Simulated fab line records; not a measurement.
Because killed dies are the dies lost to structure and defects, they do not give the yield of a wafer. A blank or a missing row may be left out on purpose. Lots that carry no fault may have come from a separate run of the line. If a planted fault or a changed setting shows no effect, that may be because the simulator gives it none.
The tool behind it: which one? | flow nand-harc | 12 lots with 36 wafers sampled at 5 steps, on a route of 1159 steps

## WHAT THE GAUGES SHOWED, per wafer
NHARC_P_M1_OVL_MEAS_10: pitch 260 nm. Usual: overlay-x-nm -0.1 nm, standard deviation 0.75; overlay-y-nm -0.1 nm, standard deviation 0.67.
lot  | measured     | on         | overlay-x-nm (nm) | overlay-y-nm (nm) | flag
L807 | day 6 12:19  | overlay-02 | -0.5 -0.2 -0.2    | -0.3 0.5 -0.1     |
L809 | day 6 16:41  | overlay-01 | 0.7 0.9 0.4       | -1.2 -1.6 -0.9    |
L811 | day 6 21:28  | overlay-02 | -0.6 -0.6 -0.7    | 0.3 0.2 0.5       |
L813 | day 7 21:48  | overlay-01 | 0.2 -0.6 0.1      | 1.3 0.9 0.5       |
L820 | day 9 03:08  | overlay-02 | -0.2 -0.2 -0.6    | 0.7 0.5 -0.1      |
L821 | day 9 23:22  | overlay-02 | -0.6 -0.2 -0.1    | 0.5 -0.6 0.1      |
L823 | day 10 03:01 | overlay-02 | 0.2 0.4 0.3       | -0.7 0.0 -0.8     |
L822 | day 10 03:50 | overlay-01 | -0.7 -0.8 -1.4    | 0.4 0.3 -0.6      |
L824 | day 10 20:47 | overlay-02 | -0.5 -0.6 0.1     | 0.3 0.0 0.1       |
L826 | day 11 01:37 | overlay-02 | 0.2 -0.1 0.3      | -0.3 -1.0 0.3     |
L827 | day 11 15:31 | overlay-01 | -0.6 -0.5 -0.5    | 0.3 -0.3 0.5      |
L828 | day 11 21:38 | overlay-01 | 0.2 0.3 0.1       | 0.7 0.8 0.3       |

NHARC_P_M2_OVL_MEAS_10: pitch 340 nm. Usual: overlay-x-nm 0.1 nm, standard deviation 1.1; overlay-y-nm 0.1 nm, standard deviation 0.75.
lot  | measured     | on         | overlay-x-nm (nm) | overlay-y-nm (nm) | flag
L807 | day 6 17:12  | overlay-02 | 0.2 0.1 -0.2      | 0.3 0.4 1.0       |
L809 | day 6 20:55  | overlay-01 | -0.8 -0.5 -1.2    | 0.1 -0.1 0.0      |
L811 | day 7 02:23  | overlay-02 | -0.1 -0.1 -0.7    | -0.1 0.0 -0.2     |
L813 | day 8 02:07  | overlay-01 | 0.7 0.8 0.8       | 0.1 0.5 0.0       |
L820 | day 9 07:10  | overlay-02 | -1.1 -1.4 -1.5    | -0.8 -1.1 -1.3    |
L821 | day 10 03:31 | overlay-01 | 0.1 -0.5 -0.1     | 0.2 0.1 1.2       |
L823 | day 10 07:11 | overlay-01 | 1.8 1.7 1.1       | 0.3 0.0 0.2       |
L822 | day 10 07:59 | overlay-01 | -0.3 -0.9 -0.6    | 1.0 0.6 0.8       |
L824 | day 11 01:10 | overlay-02 | 1.1 1.4 1.5       | 0.5 0.5 0.5       |
L826 | day 11 06:04 | overlay-01 | -0.5 -0.4 -0.7    | -0.5 -0.4 -0.7    |
L827 | day 11 19:31 | overlay-02 | 1.2 0.5 1.0       | -0.1 0.6 0.8      |
L828 | day 12 01:46 | overlay-02 | 0.9 1.0 0.4       | 0.1 -0.3 -1.0     |

NHARC_END_SORT_01. Usual: defect-limited-yield 95.3 %, standard deviation 1.7; killed-at-array 28, standard deviation 11; killed-at-other 0.7, standard deviation 1.1; killed-at-periphery 2.9, standard deviation 2; killed-dies 32, standard deviation 11; killed-open 3.2, standard deviation 1.8; killed-short 2.0, standard deviation 1.4; sort_bin_2_pct 1.5 %, standard deviation 0.67; sort_bin_3_pct 0.28 %, standard deviation 0.24; sort_bin_4_pct 2.9 %, standard deviation 1.1; sort-n-pass 645, standard deviation 11; sort-rim-yield-pct 95.7 %, standard deviation 2.6; sort-yield-pct 95.3 %, standard deviation 1.7.
lot  | measured     | on        | defect-limited-yield (%) | killed-at-array | killed-at-other | killed-at-periphery | killed-dies | killed-open | killed-short | sort_bin_2_pct (%) | sort_bin_3_pct (%) | sort_bin_4_pct (%) | sort-n-pass | sort-rim-yield-pct (%) | sort-yield-pct (%) | flag
L807 | day 19 19:55 | prober-01 | 0 0 0                    | 25 29 35        | 0 0 0           | 652 648 642         | 677 677 677 | 3 1 4       | 2 1 3        | 97.9 97.0 95.7     | 0 0.30 0.74        | 2.1 2.7 3.5        | 0 0 0       | 0 0 0                  | 0 0 0              | OFF
L811 | day 20 02:53 | prober-02 | 0 0 0                    | 15 33 23        | 0 0 0           | 662 644 654         | 677 677 677 | 1 5 3       | 2 1 2        | 98.2 96.2 97.6     | 0 0.44 0.15        | 1.8 3.4 2.2        | 0 0 0       | 0 0 0                  | 0 0 0              | OFF
L826 | day 24 05:38 | prober-01 | 91.3                     | 51              | 0               | 8                   | 59          | 3           | 3            | 2.1                | 0.74               | 5.9                | 618         | 93.4                   | 91.3               |
L827 | day 25 10:47 | prober-02 | 97.0 97.0 96.6           | 18 17 22        | 0 0 0           | 2 3 1               | 20 20 23    | 2 4 3       | 3 3 5        | 0.4 0.4 0.7        | 0.30 0.30 0        | 2.2 2.2 2.7        | 657 657 654 | 97.2 95.3 96.2         | 97.0 97.0 96.6     |

## WHICH TOOL RAN EACH LOT (tool, then ch and the chambers of the sampled wafers, then the start)
lot  | NHARC_P_M1_ETCH_28                            | NHARC_P_M2_DEP_00
L807 | rie-diel-10 ch 0,2, day 6 15:35 or earlier    | pecvd-01 ch 0,1, day 6 15:35
L809 | rie-diel-02 ch 0,1, day 6 19:59 or earlier    | pecvd-01 ch 0,1, day 6 19:59
L811 | rie-diel-13 ch 0,2,3, day 7 00:51 or earlier  | pecvd-01 ch 0,1, day 7 00:51
L813 | rie-diel-13 ch 1,2,3, day 8 01:14 or earlier  | pecvd-01 ch 0,1, day 8 01:14
L820 | rie-diel-13 ch 0,3, day 9 06:26 or earlier    | pecvd-01 ch 1,2, day 9 06:26
L821 | rie-diel-10 ch 0,1,2, day 10 02:40 or earlier | pecvd-01 ch 0,2, day 10 02:40
L823 | rie-diel-02 ch 0,1, day 10 06:19 or earlier   | pecvd-02 ch 0,1, day 10 06:19
L822 | rie-diel-13 ch 0,2, day 10 07:17 or earlier   | pecvd-03 ch 1,2, day 10 07:17
L824 | rie-diel-02 ch 0,3, day 11 00:25 or earlier   | pecvd-03 ch 0,1, day 11 00:25
L826 | rie-diel-13 ch 0,2, day 11 05:18 or earlier   | pecvd-03 ch 0,2, day 11 05:18
L827 | rie-diel-13 ch 0,2, day 11 18:43 or earlier   | pecvd-03 ch 0,2, day 11 18:43
L828 | rie-diel-13 ch 0,2, day 12 00:53 or earlier   | pecvd-02 ch 0,2, day 12 00:53
- NHARC_P_M1_ETCH_28: etches the open film in CF4/N2, target depth 30 nm, time 72.99 s.
- NHARC_P_M2_DEP_00: deposits SiOC, target thk 182.5 nm.

## AS READ BY THE TOOLS THEMSELVES (means over the sampled wafers that have a number; for cases with no such wafer, the mark the record gives instead)
NHARC_P_M1_ETCH_28. Usual: drypump-motor-current-A 5.7 A, standard deviation 0.35; mfc-ar-sccm 149.9 sccm, standard deviation 0.45; oes-product-au 0.997 a.u., standard deviation 0.009; rf-vpp-V 314.4 V, standard deviation 2.1; showerhead-plenum-p-Torr 2.65 Torr, standard deviation 0.12; throttle-valve-pct 19.794 %, standard deviation 0.0083.
lot  | tool        | drypump-motor-current-A (A) | mfc-ar-sccm (sccm) | oes-product-au (a.u.) | rf-vpp-V (V) | showerhead-plenum-p-Torr (Torr) | throttle-valve-pct (%) | flag
L807 | rie-diel-10 | 6.1                         | 149.8              | 0.986                 | 312.5        | 2.55                            | 19.800                 |
L809 | rie-diel-02 | 5.9                         | 150.2              | 0.998                 | 313.8        | 2.60                            | 19.788                 |
L811 | rie-diel-13 | 5.3                         | 149.4              | 0.994                 | 314.2        | 2.65                            | 19.797                 |
L813 | rie-diel-13 | 5.5                         | 150.0              | 0.994                 | 313.7        | 2.59                            | 19.800                 |
L820 | rie-diel-13 | 5.4                         | 150.1              | 0.990                 | 316.2        | 2.75                            | 19.803                 |
L821 | rie-diel-10 | 6.0                         | 149.4              | 1.013                 | 315.0        | 2.66                            | 19.796                 |
L823 | rie-diel-02 | 6.1                         | 150.0              | 0.997                 | 312.5        | 2.53                            | 19.788                 |
L822 | rie-diel-13 | 5.2                         | 149.7              | 1.000                 | 315.8        | 2.71                            | 19.795                 |
L824 | rie-diel-02 | 5.7                         | 150.3              | 1.001                 | 315.8        | 2.71                            | 19.799                 |
L826 | rie-diel-13 | 5.2                         | 150.1              | 1.000                 | 316.1        | 2.71                            | 19.798                 |
L827 | rie-diel-13 | 5.2                         | 150.0              | 0.995                 | 313.8        | 2.60                            | 19.798                 |
L828 | rie-diel-13 | 5.2                         | 150.2              | 0.984                 | 314.2        | 2.60                            | 19.797                 |

## THE ANSWER, worked out from the rows above alone
Rule: a lot counts as off when the mean over its wafers that have a number is more than 3 standard deviations away from the usual mean. A lot without any number at a reading at which 4 lots or more have one is off too. Where the step has rows for the other lots, those lots are counted as sound. Order of review: gauges by route order, followed by the tools' own readings, for which a lot's mean as printed above is used. At the first step where some lot is off, the reading lying furthest off is the one used; lots without a number count as furthest.
Off, at NHARC_END_SORT_01 on killed-at-periphery: L807, L811. Neither off nor sound, because the step has no rows for them: L809, L813, L820, L821, L823, L822, L824, L828.
If a tool, at a process step before that reading, ran all the lots that are off and no sound lot after the first of them, it fits. Gauges at NHARC_END_SORT_01: tried the same way as those tools. Because NHARC_P_M1_ETCH_28 lacks a start for some lots, the hours and order of its lots are taken from NHARC_P_M2_DEP_00. One fits: NHARC_P_M2_DEP_00 on pecvd-01. It ran no sound lot before its first lot that is off in this sample, so the start can't be narrowed down.

## WHAT HAD BEEN PUT IN BY THE SIMULATOR
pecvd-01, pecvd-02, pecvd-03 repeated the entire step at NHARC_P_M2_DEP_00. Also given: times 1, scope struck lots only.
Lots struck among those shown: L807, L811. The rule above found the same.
